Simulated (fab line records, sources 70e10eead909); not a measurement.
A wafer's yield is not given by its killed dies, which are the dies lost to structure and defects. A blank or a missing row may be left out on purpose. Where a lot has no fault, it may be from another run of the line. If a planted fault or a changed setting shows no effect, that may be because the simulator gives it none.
Which tool is to blame? -- flow nand harc -- 12 lots (36 wafers sampled), 1 step of a 1302-step route

## WHAT EACH GAUGE READ, for each wafer
NHARC_P_GATE_INSPECT_28.
lot,measured,on,raw defect count
L075,day 5 16:11,defect inspect-01,6 7 5
L077,day 6 07:01,defect inspect-02,8 7 4
L079,day 7 04:11,defect inspect-02,4 5 9
L081,day 8 07:47,defect inspect-02,4 0 3
L084,day 9 01:11,defect inspect-02,5 6 3
L085,day 9 22:37,defect inspect-02,7 4 9
L087,day 10 07:11,defect inspect-01,4 12 1
L089,day 11 00:29,defect inspect-02,10 3 5
L091,day 12 07:12,defect inspect-02,7 8 8
L093,day 13 09:26,defect inspect-02,4 8 6
L095,day 13 16:09,defect inspect-01,6 12 10
L097,day 14 14:07,defect inspect-02,3 1 4

## WHAT TOOL EACH LOT RAN ON (gives the tool, then ch and the chambers of the sampled wafers, and finally the start)
No process step before these readings appears in the record.

## THE ANSWER, worked out from the rows above alone
Rule: the usual values come from the lots themselves. Put in order of their means at a reading, lots are off if they are a third of the lots or fewer, leave a main group of 4 or more, and stand apart from it by a gap of 3 or more times the standard deviation of the main group's means; of several such gaps the widest counts. If all means in a main group match to the digits the tables above print for the reading, that group is not used. Also off: a lot with no number at a reading for which 4 or more lots have one. All remaining lots with rows at the step are treated as sound.
No lot is off at any reading shown: from this, nothing can be told.

## WHAT THE SIMULATOR HAD INSERTED
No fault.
